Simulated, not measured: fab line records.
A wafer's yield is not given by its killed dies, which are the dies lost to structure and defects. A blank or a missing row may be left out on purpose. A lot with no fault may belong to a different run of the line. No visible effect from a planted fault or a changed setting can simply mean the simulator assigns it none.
Struck lot and sound lot, side by side / flow n5Finfet / 36 steps out of a route of 1938
Sound: wafers L393.1, L393.5, L393.6. Wafers L381.1, L381.3, L381.5 were the ones struck. The cause is named last.
Each step with rows lists, per side, the tool, then ch with its chambers, then its first start. Under that, the readings that differ: sound wafers / struck wafers / difference of the means / sigmas: that difference in standard deviations of wafers without a fault.
alike: readings with means less than 2 such deviations apart, plus words and numbers identical on both sides. not compared: withheld readings, readings lacking a value on some wafer, bounds such as >300 that could conceal the same value, and numbers that have no deviation in the record and whose values overlap.
The two part at a step that has a row with sigmas, a row that says differs or no value, or rows on one side only. Non-overlapping numbers with no deviation appear without sigmas and do not part them. A reading that every wafer of one side lacks parts them only if that side has two wafers or more.

first, 9 steps without rows for these wafers: N5_BEOL_M4_ANNEAL_95 (time 240 s); N5_BEOL_M4_SPUTTER_96 (material Cu, target thk 4.5 nm, time 8.29 s); N5_BEOL_M4_ECD_50 (material Cu, target thk 300 nm); N5_BEOL_M4_ANNEAL_51 (time 90 s); N5_BEOL_M4_CMP_52 (polishes, stops on SiOC, t overpolish 6.8 s, target thk 40 nm); N5_BEOL_M4_PRE_CLEAN_60 (time 15 s); N5_BEOL_M4_CO_CAP_55 (material Co, precursor CCTBA/H2, target thk 2 nm, time 102.1 s); N5_BEOL_M4_PRE_CLEAN_56 (time 15 s); N5_BEOL_M4_DEP_57 (deposits SiCN from 3MS/NH3, target thk 8 nm, time 14 s).
N5_BEOL_M4_RC_MEAS_101:
  sound on prober-01 ch 0, day 13 08:50; struck on prober-01 ch 0, day 10 15:16
reading=SS_N (mV/dec); sound=71.2 71.1 70.5; struck=72.6 71.3 72.2; difference=+1.1; sigmas=+2
  alike: DIBL_N, DIBL_P, IOFF_N, IOFF_P, ION_N, ION_P, SS_P, VT_N, VT_P
then, 24 steps without rows for these wafers: N5_BEOL_M5_ILD_DEP_00 (deposits SiCOH lowk from DEMS/porogen, target thk 140.64 nm, time 25.9 s); N5_BEOL_M5_CURE_79 (cures SiCOH lowk, time 240 s); N5_BEOL_M5_PECVD_70 (deposits SiO2 from TEOS/O2, target thk 16 nm, time 18 s); N5_BEOL_M5_HM_DEP_02 (deposits TiN, target thk 20 nm); N5_BEOL_M5_COAT_59 (time 60 s, resist thk 60 nm); N5_BEOL_M5_COAT_60 (time 60 s, resist thk 12 nm); N5_BEOL_M5_COAT_71 (time 60 s, resist thk 5 nm); N5_BEOL_M5_COAT_05 (resist thk 30 nm); N5_BEOL_M5_EBR_07; N5_BEOL_M5_SOFTBAKE_06 (time 60 s); N5_BEOL_M5_EXPOSE_08 (exposes mask M5, target cd 28 nm); N5_BEOL_M5_PEB_09 (peb time 60 s); N5_BEOL_M5_DEVELOP_10 (develop time 30 s); N5_BEOL_M5_DESCUM_16 (chemistry O2, time 7 s); N5_BEOL_M5_ETCH_72 (etches underlayer in N2/H2, target depth 6.5 nm, time 5.2 s); N5_BEOL_M5_ETCH_61 (etches SiARC in CF4, target depth 15.6 nm, time 26 s); N5_BEOL_M5_ETCH_62 (etches SOC in N2/H2, target depth 75 nm, overetch 15 nm, time 112.5 s); N5_BEOL_M5_STRIP_63 (strips in N2/H2); N5_BEOL_M5_STRIP_73 (strips in N2/H2); N5_BEOL_M5_STRIP_64 (strips in CF4); N5_BEOL_M5_HM_OPEN_17 (chemistry Cl2/BCl3, target TiN, target depth 20 nm, overetch 6 nm); N5_BEOL_M5_STRIP_19 (strips in O2); N5_BEOL_M5_COAT_65 (time 60 s, resist thk 60 nm); N5_BEOL_M5_COAT_66 (time 60 s, resist thk 12 nm).
-- a jump in the record: the struck wafers' starts before and after are 4 days apart (it breaks off in module BEOL_M5 and resumes in module PASSIVATION, where the first step shown is number 1929 of the route) --
N5_PASSIVATION_PASS_ETCH_47: etches SiNx in CF4/O2, target depth 770 nm, time 385 s.
  sound on rieDiel-06 ch 2,3, day 17 14:10; struck on rieDiel-05 ch 0,2,3, day 14 17:13
  no value came back on the struck wafers for any of 8 readings (O2_flow_sccm (sccm), biasW (W) and others); on the sound wafers O2_flow_sccm (sccm) reads 10.045 10.031 9.951
  not compared: rfHoursCounterH
N5_PASSIVATION_PROBE_49:
  record: rows for the struck wafers here (prober-02, day 14 20:14), none for the sound ones

WHERE THEY PART
First at N5_BEOL_M4_RC_MEAS_101; last, within this record, at N5_PASSIVATION_PROBE_49.

WHY: what had been put in by the simulator
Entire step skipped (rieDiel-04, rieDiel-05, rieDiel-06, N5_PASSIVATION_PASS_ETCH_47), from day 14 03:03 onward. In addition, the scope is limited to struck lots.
